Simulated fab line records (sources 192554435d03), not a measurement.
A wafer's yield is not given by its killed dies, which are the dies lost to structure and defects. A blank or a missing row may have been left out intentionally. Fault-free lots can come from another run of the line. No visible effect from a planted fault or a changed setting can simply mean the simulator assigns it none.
Which tool was responsible? / flow n5 finfet / Sampling: 24 lots, 72 wafers, 5 of 1938 route steps

## WHAT THE GAUGES SHOWED, per wafer
N5_BEOL_M15_RS_MEAS_54: a four-point-probe measurement.
lot=L075; measured=day 12 19:29; on=film metro-02; M15_RS (ohm/sq)=0.0220 0.0212 0.0223
lot=L074; measured=day 13 02:04; on=film metro-02; M15_RS (ohm/sq)=0.0210 0.0213 0.0215
lot=L076; measured=day 13 12:52; on=film metro-01; M15_RS (ohm/sq)=0.0213 0.0210 0.0214
lot=L077; measured=day 13 13:22; on=film metro-01; M15_RS (ohm/sq)=0.0222 0.0215 0.0215
lot=L079; measured=day 13 14:14; on=film metro-01; M15_RS (ohm/sq)=0.0212 0.0215 0.0209
lot=L078; measured=day 13 20:22; on=film metro-01; M15_RS (ohm/sq)=0.0217 0.0212 0.0214
lot=L080; measured=day 14 01:31; on=film metro-01; M15_RS (ohm/sq)=0.0217 0.0216 0.0216
lot=L083; measured=day 14 01:43; on=film metro-02; M15_RS (ohm/sq)=0.0211 0.0209 0.0218
lot=L081; measured=day 14 16:50; on=film metro-02; M15_RS (ohm/sq)=0.0211 0.0207 0.0211
lot=L084; measured=day 15 06:10; on=film metro-02; M15_RS (ohm/sq)=0.0212 0.0219 0.0218
lot=L082; measured=day 15 08:38; on=film metro-02; M15_RS (ohm/sq)=0.0216 0.0216 0.0223
lot=L088; measured=day 15 10:36; on=film metro-02; M15_RS (ohm/sq)=0.0218 0.0211 0.0219
lot=L085; measured=day 15 16:24; on=film metro-02; M15_RS (ohm/sq)=0.0213 0.0213 0.0211
lot=L086; measured=day 15 21:40; on=film metro-02; M15_RS (ohm/sq)=0.0217 0.0205 0.0210
lot=L087; measured=day 15 23:54; on=film metro-01; M15_RS (ohm/sq)=0.0223 0.0213 0.0211
lot=L089; measured=day 16 09:45; on=film metro-02; M15_RS (ohm/sq)=0.0215 0.0216 0.0211
lot=L092; measured=day 16 12:05; on=film metro-01; M15_RS (ohm/sq)=0.0214 0.0216 0.0218
lot=L090; measured=day 16 19:08; on=film metro-02; M15_RS (ohm/sq)=0.0224 0.0212 0.0214
lot=L091; measured=day 16 19:43; on=film metro-02; M15_RS (ohm/sq)=0.0216 0.0213 0.0216
lot=L093; measured=day 17 02:46; on=film metro-01; M15_RS (ohm/sq)=0.0214 0.0216 0.0218
lot=L094; measured=day 17 08:04; on=film metro-02; M15_RS (ohm/sq)=0.0214 0.0224 0.0215
lot=L095; measured=day 17 17:46; on=film metro-02; M15_RS (ohm/sq)=0.0218 0.0212 0.0217
lot=L096; measured=day 18 11:08; on=film metro-01; M15_RS (ohm/sq)=0.0214 0.0213 0.0216
lot=L097; measured=day 18 15:53; on=film metro-02; M15_RS (ohm/sq)=0.0216 0.0221 0.0219

## TOOL THAT RAN EACH LOT (tool first, then ch and the chambers of the sampled wafers, then the start)
lot=L075; N5_BEOL_M14_ETCH_38=rie diel-03 ch 0,3, day 12 12:28 or earlier; N5_BEOL_M14_DEGAS_41=pvd sputter-02, day 12 12:28; N5_BEOL_M15_VIA_ETCH_16=rie diel-05 ch 1,2, day 12 14:39; N5_BEOL_M15_DEGAS_41=pvd sputter-02, day 12 17:59
lot=L074; N5_BEOL_M14_ETCH_38=rie diel-03 ch 0,1,3, day 12 17:07 or earlier; N5_BEOL_M14_DEGAS_41=pvd sputter-02, day 12 17:07; N5_BEOL_M15_VIA_ETCH_16=rie diel-02 ch 0,1, day 12 19:26; N5_BEOL_M15_DEGAS_41=pvd sputter-03, day 13 00:44
lot=L076; N5_BEOL_M14_ETCH_38=rie diel-06 ch 1,2,3, day 13 01:51 or earlier; N5_BEOL_M14_DEGAS_41=pvd sputter-02, day 13 01:51; N5_BEOL_M15_VIA_ETCH_16=rie diel-04 ch 0,3, day 13 04:53; N5_BEOL_M15_DEGAS_41=pvd sputter-02, day 13 11:31
lot=L077; N5_BEOL_M14_ETCH_38=rie diel-03 ch 2,3, day 13 01:53 or earlier; N5_BEOL_M14_DEGAS_41=pvd sputter-03, day 13 01:53; N5_BEOL_M15_VIA_ETCH_16=rie diel-05 ch 1,2,3, day 13 05:25; N5_BEOL_M15_DEGAS_41=pvd sputter-02, day 13 12:01
lot=L079; N5_BEOL_M14_ETCH_38=rie diel-03 ch 0,1,2, day 13 07:40 or earlier; N5_BEOL_M14_DEGAS_41=pvd sputter-01, day 13 07:40; N5_BEOL_M15_VIA_ETCH_16=rie diel-02 ch 0,1,2, day 13 09:53; N5_BEOL_M15_DEGAS_41=pvd sputter-02, day 13 12:55
lot=L078; N5_BEOL_M14_ETCH_38=rie diel-06 ch 1,2, day 13 07:59 or earlier; N5_BEOL_M14_DEGAS_41=pvd sputter-01, day 13 07:59; N5_BEOL_M15_VIA_ETCH_16=rie diel-02 ch 0,1,3, day 13 10:32; N5_BEOL_M15_DEGAS_41=pvd sputter-03, day 13 19:03
lot=L080; N5_BEOL_M14_ETCH_38=rie diel-01 ch 0,3, day 13 16:31 or earlier; N5_BEOL_M14_DEGAS_41=pvd sputter-02, day 13 16:31; N5_BEOL_M15_VIA_ETCH_16=rie diel-04 ch 0,2,3, day 13 18:42; N5_BEOL_M15_DEGAS_41=pvd sputter-02, day 13 23:55
lot=L083; N5_BEOL_M14_ETCH_38=rie diel-01 ch 0,1,3, day 13 16:50 or earlier; N5_BEOL_M14_DEGAS_41=pvd sputter-02, day 13 16:50; N5_BEOL_M15_VIA_ETCH_16=rie diel-05 ch 0,1, day 13 18:53; N5_BEOL_M15_DEGAS_41=pvd sputter-02, day 14 00:22
lot=L081; N5_BEOL_M14_ETCH_38=rie diel-06 ch 0,1, day 14 09:38 or earlier; N5_BEOL_M14_DEGAS_41=pvd sputter-03, day 14 09:38; N5_BEOL_M15_VIA_ETCH_16=rie diel-02 ch 0,1, day 14 11:50; N5_BEOL_M15_DEGAS_41=pvd sputter-01, day 14 15:15
lot=L084; N5_BEOL_M14_ETCH_38=rie diel-01 ch 0,1,2, day 14 22:12 or earlier; N5_BEOL_M14_DEGAS_41=pvd sputter-03, day 14 22:12; N5_BEOL_M15_VIA_ETCH_16=rie diel-02 ch 0,1, day 15 00:34; N5_BEOL_M15_DEGAS_41=pvd sputter-03, day 15 04:51
lot=L082; N5_BEOL_M14_ETCH_38=rie diel-03 ch 0,2,3, day 14 22:54 or earlier; N5_BEOL_M14_DEGAS_41=pvd sputter-03, day 14 22:54; N5_BEOL_M15_VIA_ETCH_16=rie diel-05 ch 0,1,2, day 15 01:29; N5_BEOL_M15_DEGAS_41=pvd sputter-03, day 15 07:20
lot=L088; N5_BEOL_M14_ETCH_38=rie diel-01 ch 1,2, day 15 01:08 or earlier; N5_BEOL_M14_DEGAS_41=pvd sputter-02, day 15 01:08; N5_BEOL_M15_VIA_ETCH_16=rie diel-04 ch 1,2,3, day 15 03:20; N5_BEOL_M15_DEGAS_41=pvd sputter-03, day 15 09:17
lot=L085; N5_BEOL_M14_ETCH_38=rie diel-06 ch 0,1,2, day 15 09:04 or earlier; N5_BEOL_M14_DEGAS_41=pvd sputter-02, day 15 09:04; N5_BEOL_M15_VIA_ETCH_16=rie diel-04 ch 0,1,2, day 15 11:16; N5_BEOL_M15_DEGAS_41=pvd sputter-03, day 15 14:49
lot=L086; N5_BEOL_M14_ETCH_38=rie diel-01 ch 1,2, day 15 14:52 or earlier; N5_BEOL_M14_DEGAS_41=pvd sputter-02, day 15 14:52; N5_BEOL_M15_VIA_ETCH_16=rie diel-04 ch 1,2, day 15 17:02; N5_BEOL_M15_DEGAS_41=pvd sputter-02, day 15 19:44
lot=L087; N5_BEOL_M14_ETCH_38=rie diel-03 ch 1,2, day 15 15:26 or earlier; N5_BEOL_M14_DEGAS_41=pvd sputter-01, day 15 15:26; N5_BEOL_M15_VIA_ETCH_16=rie diel-05 ch 0,1,3, day 15 18:26; N5_BEOL_M15_DEGAS_41=pvd sputter-03, day 15 22:23
lot=L089; N5_BEOL_M14_ETCH_38=rie diel-03 ch 0,3, day 16 02:13 or earlier; N5_BEOL_M14_DEGAS_41=pvd sputter-02, day 16 02:13; N5_BEOL_M15_VIA_ETCH_16=rie diel-05 ch 1,2,3, day 16 04:23; N5_BEOL_M15_DEGAS_41=pvd sputter-03, day 16 08:16
lot=L092; N5_BEOL_M14_ETCH_38=rie diel-01 ch 0,3, day 16 03:38 or earlier; N5_BEOL_M14_DEGAS_41=pvd sputter-03, day 16 03:38; N5_BEOL_M15_VIA_ETCH_16=rie diel-05 ch 0,1,3, day 16 05:44; N5_BEOL_M15_DEGAS_41=pvd sputter-01, day 16 10:46
lot=L090; N5_BEOL_M14_ETCH_38=rie diel-03 ch 0,1,2, day 16 08:38 or earlier; N5_BEOL_M14_DEGAS_41=pvd sputter-03, day 16 08:38; N5_BEOL_M15_VIA_ETCH_16=rie diel-04 ch 0,1,3, day 16 11:11; N5_BEOL_M15_DEGAS_41=pvd sputter-02, day 16 17:49
lot=L091; N5_BEOL_M14_ETCH_38=rie diel-03 ch 1,2,3, day 16 12:47 or earlier; N5_BEOL_M14_DEGAS_41=pvd sputter-03, day 16 12:47; N5_BEOL_M15_VIA_ETCH_16=rie diel-02 ch 1,2,3, day 16 14:52; N5_BEOL_M15_DEGAS_41=pvd sputter-03, day 16 17:58
lot=L093; N5_BEOL_M14_ETCH_38=rie diel-06 ch 0,1,3, day 16 20:51 or earlier; N5_BEOL_M14_DEGAS_41=pvd sputter-01, day 16 20:51; N5_BEOL_M15_VIA_ETCH_16=rie diel-05 ch 2,3, day 16 22:55; N5_BEOL_M15_DEGAS_41=pvd sputter-02, day 17 01:27
lot=L094; N5_BEOL_M14_ETCH_38=rie diel-01 ch 1,3, day 16 22:45 or earlier; N5_BEOL_M14_DEGAS_41=pvd sputter-03, day 16 22:45; N5_BEOL_M15_VIA_ETCH_16=rie diel-05 ch 0,1,2, day 17 01:10; N5_BEOL_M15_DEGAS_41=pvd sputter-02, day 17 06:43
lot=L095; N5_BEOL_M14_ETCH_38=rie diel-01 ch 1,2, day 17 07:08 or earlier; N5_BEOL_M14_DEGAS_41=pvd sputter-02, day 17 07:08; N5_BEOL_M15_VIA_ETCH_16=rie diel-04 ch 1,2,3, day 17 09:32; N5_BEOL_M15_DEGAS_41=pvd sputter-01, day 17 16:26
lot=L096; N5_BEOL_M14_ETCH_38=rie diel-06 ch 0,2,3, day 18 01:03 or earlier; N5_BEOL_M14_DEGAS_41=pvd sputter-02, day 18 01:03; N5_BEOL_M15_VIA_ETCH_16=rie diel-05 ch 0,1,2, day 18 03:23; N5_BEOL_M15_DEGAS_41=pvd sputter-03, day 18 07:30
lot=L097; N5_BEOL_M14_ETCH_38=rie diel-01 ch 1,3, day 18 08:04 or earlier; N5_BEOL_M14_DEGAS_41=pvd sputter-03, day 18 08:04; N5_BEOL_M15_VIA_ETCH_16=rie diel-05 ch 0,1, day 18 12:13; N5_BEOL_M15_DEGAS_41=pvd sputter-01, day 18 14:28
- N5_BEOL_M14_ETCH_38: etches SiCN in CF4/N2, target depth 106.5 nm, time 120.6 s.
- N5_BEOL_M14_DEGAS_41: time 60 s.
- N5_BEOL_M15_VIA_ETCH_16: etches SiO2 in C4F8/O2/Ar, target depth 1792.2 nm.
- N5_BEOL_M15_DEGAS_41: time 60 s.

## WHAT THE TOOLS THEMSELVES READ (means of the sampled wafers that have a number; where no wafer has one, the mark that the record gives instead)
N5_BEOL_M14_ETCH_38.
lot=L075; tool=rie diel-03; drypump motor current A (A)=5.8; oes product au (a.u.)=0.72; rf vpp V (V)=381.1; showerhead plenum p Torr (Torr)=2.17; throttle valve pct (%)=15.47
lot=L074; tool=rie diel-03; drypump motor current A (A)=5.9; oes product au (a.u.)=0.81; rf vpp V (V)=382.6; showerhead plenum p Torr (Torr)=2.22; throttle valve pct (%)=15.45
lot=L076; tool=rie diel-06; drypump motor current A (A)=5.4; oes product au (a.u.)=0.86; rf vpp V (V)=381.9; showerhead plenum p Torr (Torr)=2.18; throttle valve pct (%)=15.27
lot=L077; tool=rie diel-03; drypump motor current A (A)=6.3; oes product au (a.u.)=0.80; rf vpp V (V)=384.4; showerhead plenum p Torr (Torr)=2.31; throttle valve pct (%)=15.36
lot=L079; tool=rie diel-03; drypump motor current A (A)=5.6; oes product au (a.u.)=0.83; rf vpp V (V)=383.1; showerhead plenum p Torr (Torr)=2.23; throttle valve pct (%)=15.51
lot=L078; tool=rie diel-06; drypump motor current A (A)=5.4; oes product au (a.u.)=0.85; rf vpp V (V)=381.8; showerhead plenum p Torr (Torr)=2.17; throttle valve pct (%)=15.07
lot=L080; tool=rie diel-01; drypump motor current A (A)=5.5; oes product au (a.u.)=0.68; rf vpp V (V)=382.6; showerhead plenum p Torr (Torr)=2.20; throttle valve pct (%)=15.54
lot=L083; tool=rie diel-01; drypump motor current A (A)=5.4; oes product au (a.u.)=0.78; rf vpp V (V)=384.3; showerhead plenum p Torr (Torr)=2.26; throttle valve pct (%)=15.54
lot=L081; tool=rie diel-06; drypump motor current A (A)=6.2; oes product au (a.u.)=0.76; rf vpp V (V)=379.7; showerhead plenum p Torr (Torr)=2.13; throttle valve pct (%)=15.39
lot=L084; tool=rie diel-01; drypump motor current A (A)=5.6; oes product au (a.u.)=0.87; rf vpp V (V)=383.2; showerhead plenum p Torr (Torr)=2.27; throttle valve pct (%)=15.46
lot=L082; tool=rie diel-03; drypump motor current A (A)=5.9; oes product au (a.u.)=0.76; rf vpp V (V)=382.3; showerhead plenum p Torr (Torr)=2.24; throttle valve pct (%)=15.49
lot=L088; tool=rie diel-01; drypump motor current A (A)=5.6; oes product au (a.u.)=0.94; rf vpp V (V)=383.0; showerhead plenum p Torr (Torr)=2.24; throttle valve pct (%)=15.33
lot=L085; tool=rie diel-06; drypump motor current A (A)=5.8; oes product au (a.u.)=0.80; rf vpp V (V)=381.0; showerhead plenum p Torr (Torr)=2.16; throttle valve pct (%)=15.29
lot=L086; tool=rie diel-01; drypump motor current A (A)=5.6; oes product au (a.u.)=0.92; rf vpp V (V)=382.2; showerhead plenum p Torr (Torr)=2.23; throttle valve pct (%)=15.34
lot=L087; tool=rie diel-03; drypump motor current A (A)=5.7; oes product au (a.u.)=0.88; rf vpp V (V)=384.0; showerhead plenum p Torr (Torr)=2.28; throttle valve pct (%)=15.51
lot=L089; tool=rie diel-03; drypump motor current A (A)=6.2; oes product au (a.u.)=0.73; rf vpp V (V)=382.1; showerhead plenum p Torr (Torr)=2.22; throttle valve pct (%)=15.43
lot=L092; tool=rie diel-01; drypump motor current A (A)=5.5; oes product au (a.u.)=0.77; rf vpp V (V)=382.8; showerhead plenum p Torr (Torr)=2.23; throttle valve pct (%)=15.43
lot=L090; tool=rie diel-03; drypump motor current A (A)=5.6; oes product au (a.u.)=0.79; rf vpp V (V)=383.1; showerhead plenum p Torr (Torr)=2.23; throttle valve pct (%)=15.56
lot=L091; tool=rie diel-03; drypump motor current A (A)=6.0; oes product au (a.u.)=0.82; rf vpp V (V)=384.4; showerhead plenum p Torr (Torr)=2.29; throttle valve pct (%)=15.48
lot=L093; tool=rie diel-06; drypump motor current A (A)=5.9; oes product au (a.u.)=0.78; rf vpp V (V)=380.4; showerhead plenum p Torr (Torr)=2.13; throttle valve pct (%)=15.45
lot=L094; tool=rie diel-01; drypump motor current A (A)=5.4; oes product au (a.u.)=0.90; rf vpp V (V)=384.9; showerhead plenum p Torr (Torr)=2.28; throttle valve pct (%)=15.43
lot=L095; tool=rie diel-01; drypump motor current A (A)=5.5; oes product au (a.u.)=0.90; rf vpp V (V)=384.4; showerhead plenum p Torr (Torr)=2.28; throttle valve pct (%)=15.49
lot=L096; tool=rie diel-06; drypump motor current A (A)=5.8; oes product au (a.u.)=0.78; rf vpp V (V)=381.2; showerhead plenum p Torr (Torr)=2.16; throttle valve pct (%)=15.53
lot=L097; tool=rie diel-01; drypump motor current A (A)=5.4; oes product au (a.u.)=0.89; rf vpp V (V)=384.1; showerhead plenum p Torr (Torr)=2.28; throttle valve pct (%)=15.45

N5_BEOL_M14_DEGAS_41.
lot=L075; tool=pvd sputter-02; heater power w (W)=474
lot=L074; tool=pvd sputter-02; heater power w (W)=450
lot=L076; tool=pvd sputter-02; heater power w (W)=407
lot=L077; tool=pvd sputter-03; heater power w (W)=494
lot=L079; tool=pvd sputter-01; heater power w (W)=465
lot=L078; tool=pvd sputter-01; heater power w (W)=458
lot=L080; tool=pvd sputter-02; heater power w (W)=428
lot=L083; tool=pvd sputter-02; heater power w (W)=407
lot=L081; tool=pvd sputter-03; heater power w (W)=486
lot=L084; tool=pvd sputter-03; heater power w (W)=487
lot=L082; tool=pvd sputter-03; heater power w (W)=470
lot=L088; tool=pvd sputter-02; heater power w (W)=452
lot=L085; tool=pvd sputter-02; heater power w (W)=420
lot=L086; tool=pvd sputter-02; heater power w (W)=426
lot=L087; tool=pvd sputter-01; heater power w (W)=440
lot=L089; tool=pvd sputter-02; heater power w (W)=490
lot=L092; tool=pvd sputter-03; heater power w (W)=466
lot=L090; tool=pvd sputter-03; heater power w (W)=460
lot=L091; tool=pvd sputter-03; heater power w (W)=463
lot=L093; tool=pvd sputter-01; heater power w (W)=456
lot=L094; tool=pvd sputter-03; heater power w (W)=492
lot=L095; tool=pvd sputter-02; heater power w (W)=485
lot=L096; tool=pvd sputter-02; heater power w (W)=451
lot=L097; tool=pvd sputter-03; heater power w (W)=466

N5_BEOL_M15_VIA_ETCH_16.
lot=L075; tool=rie diel-05; drypump motor current A (A)=5.8; oes product au (a.u.)=0.68; rf vpp V (V)=2202; showerhead plenum p Torr (Torr)=3.35; throttle valve pct (%)=31.09
lot=L074; tool=rie diel-02; drypump motor current A (A)=5.5; oes product au (a.u.)=0.69; rf vpp V (V)=2246; showerhead plenum p Torr (Torr)=3.39; throttle valve pct (%)=31.13
lot=L076; tool=rie diel-04; drypump motor current A (A)=5.7; oes product au (a.u.)=0.72; rf vpp V (V)=2213; showerhead plenum p Torr (Torr)=3.42; throttle valve pct (%)=31.17
lot=L077; tool=rie diel-05; drypump motor current A (A)=5.9; oes product au (a.u.)=0.68; rf vpp V (V)=2214; showerhead plenum p Torr (Torr)=3.44; throttle valve pct (%)=31.00
lot=L079; tool=rie diel-02; drypump motor current A (A)=5.6; oes product au (a.u.)=0.72; rf vpp V (V)=2252; showerhead plenum p Torr (Torr)=3.45; throttle valve pct (%)=30.99
lot=L078; tool=rie diel-02; drypump motor current A (A)=5.5; oes product au (a.u.)=0.73; rf vpp V (V)=2241; showerhead plenum p Torr (Torr)=3.38; throttle valve pct (%)=31.12
lot=L080; tool=rie diel-04; drypump motor current A (A)=5.7; oes product au (a.u.)=0.73; rf vpp V (V)=2242; showerhead plenum p Torr (Torr)=3.52; throttle valve pct (%)=31.10
lot=L083; tool=rie diel-05; drypump motor current A (A)=6.0; oes product au (a.u.)=0.69; rf vpp V (V)=2250; showerhead plenum p Torr (Torr)=3.47; throttle valve pct (%)=30.95
lot=L081; tool=rie diel-02; drypump motor current A (A)=5.5; oes product au (a.u.)=0.67; rf vpp V (V)=2246; showerhead plenum p Torr (Torr)=3.39; throttle valve pct (%)=31.14
lot=L084; tool=rie diel-02; drypump motor current A (A)=5.5; oes product au (a.u.)=0.67; rf vpp V (V)=2246; showerhead plenum p Torr (Torr)=3.38; throttle valve pct (%)=31.15
lot=L082; tool=rie diel-05; drypump motor current A (A)=5.7; oes product au (a.u.)=0.70; rf vpp V (V)=2242; showerhead plenum p Torr (Torr)=3.44; throttle valve pct (%)=30.98
lot=L088; tool=rie diel-04; drypump motor current A (A)=5.9; oes product au (a.u.)=0.75; rf vpp V (V)=2229; showerhead plenum p Torr (Torr)=3.44; throttle valve pct (%)=31.14
lot=L085; tool=rie diel-04; drypump motor current A (A)=5.4; oes product au (a.u.)=0.78; rf vpp V (V)=2244; showerhead plenum p Torr (Torr)=3.54; throttle valve pct (%)=30.91
lot=L086; tool=rie diel-04; drypump motor current A (A)=5.5; oes product au (a.u.)=0.80; rf vpp V (V)=2232; showerhead plenum p Torr (Torr)=3.45; throttle valve pct (%)=30.97
lot=L087; tool=rie diel-05; drypump motor current A (A)=5.9; oes product au (a.u.)=0.71; rf vpp V (V)=2254; showerhead plenum p Torr (Torr)=3.53; throttle valve pct (%)=30.88
lot=L089; tool=rie diel-05; drypump motor current A (A)=5.9; oes product au (a.u.)=0.67; rf vpp V (V)=2213; showerhead plenum p Torr (Torr)=3.43; throttle valve pct (%)=31.03
lot=L092; tool=rie diel-05; drypump motor current A (A)=5.9; oes product au (a.u.)=0.71; rf vpp V (V)=2253; showerhead plenum p Torr (Torr)=3.53; throttle valve pct (%)=30.88
lot=L090; tool=rie diel-04; drypump motor current A (A)=5.4; oes product au (a.u.)=0.75; rf vpp V (V)=2217; showerhead plenum p Torr (Torr)=3.43; throttle valve pct (%)=30.99
lot=L091; tool=rie diel-02; drypump motor current A (A)=5.6; oes product au (a.u.)=0.75; rf vpp V (V)=2245; showerhead plenum p Torr (Torr)=3.43; throttle valve pct (%)=31.01
lot=L093; tool=rie diel-05; drypump motor current A (A)=5.8; oes product au (a.u.)=0.71; rf vpp V (V)=2218; showerhead plenum p Torr (Torr)=3.50; throttle valve pct (%)=30.93
lot=L094; tool=rie diel-05; drypump motor current A (A)=5.7; oes product au (a.u.)=0.70; rf vpp V (V)=2241; showerhead plenum p Torr (Torr)=3.43; throttle valve pct (%)=31.00
lot=L095; tool=rie diel-04; drypump motor current A (A)=5.8; oes product au (a.u.)=0.72; rf vpp V (V)=2229; showerhead plenum p Torr (Torr)=3.43; throttle valve pct (%)=31.17
lot=L096; tool=rie diel-05; drypump motor current A (A)=5.7; oes product au (a.u.)=0.78; rf vpp V (V)=2241; showerhead plenum p Torr (Torr)=3.43; throttle valve pct (%)=30.89
lot=L097; tool=rie diel-05; drypump motor current A (A)=5.7; oes product au (a.u.)=0.82; rf vpp V (V)=2282; showerhead plenum p Torr (Torr)=3.53; throttle valve pct (%)=30.76

N5_BEOL_M15_DEGAS_41.
lot=L075; tool=pvd sputter-02; heater power w (W)=419
lot=L074; tool=pvd sputter-03; heater power w (W)=459
lot=L076; tool=pvd sputter-02; heater power w (W)=451
lot=L077; tool=pvd sputter-02; heater power w (W)=461
lot=L079; tool=pvd sputter-02; heater power w (W)=450
lot=L078; tool=pvd sputter-03; heater power w (W)=437
lot=L080; tool=pvd sputter-02; heater power w (W)=459
lot=L083; tool=pvd sputter-02; heater power w (W)=412
lot=L081; tool=pvd sputter-01; heater power w (W)=426
lot=L084; tool=pvd sputter-03; heater power w (W)=452
lot=L082; tool=pvd sputter-03; heater power w (W)=447
lot=L088; tool=pvd sputter-03; heater power w (W)=511
lot=L085; tool=pvd sputter-03; heater power w (W)=452
lot=L086; tool=pvd sputter-02; heater power w (W)=411
lot=L087; tool=pvd sputter-03; heater power w (W)=460
lot=L089; tool=pvd sputter-03; heater power w (W)=439
lot=L092; tool=pvd sputter-01; heater power w (W)=454
lot=L090; tool=pvd sputter-02; heater power w (W)=455
lot=L091; tool=pvd sputter-03; heater power w (W)=455
lot=L093; tool=pvd sputter-02; heater power w (W)=453
lot=L094; tool=pvd sputter-02; heater power w (W)=453
lot=L095; tool=pvd sputter-01; heater power w (W)=447
lot=L096; tool=pvd sputter-03; heater power w (W)=471
lot=L097; tool=pvd sputter-01; heater power w (W)=446

## THE ANSWER, worked out from the rows above alone
Rule: usual is defined by the lots themselves. Put in order of their means at a reading, lots are off if they are a third of the lots or fewer, leave a main group of 4 or more, and stand apart from it by a gap of 3 or more times the standard deviation of the main group's means; of several such gaps the widest counts. A main group is skipped when, at the precision printed for the reading in the tables above, its means are all equal. A lot without any number at a reading at which 4 lots or more have one is off too. The other lots that the step has rows for count as sound. The gauges are gone through in route order, then the tools' own readings, and for those a lot's mean is taken as printed above. At the first step where some lot is off, the reading lying furthest off is the one used; lots without a number count as furthest.
No lot is off on any of the readings shown, so nothing can be concluded from this.

## WHAT HAD BEEN PUT IN BY THE SIMULATOR
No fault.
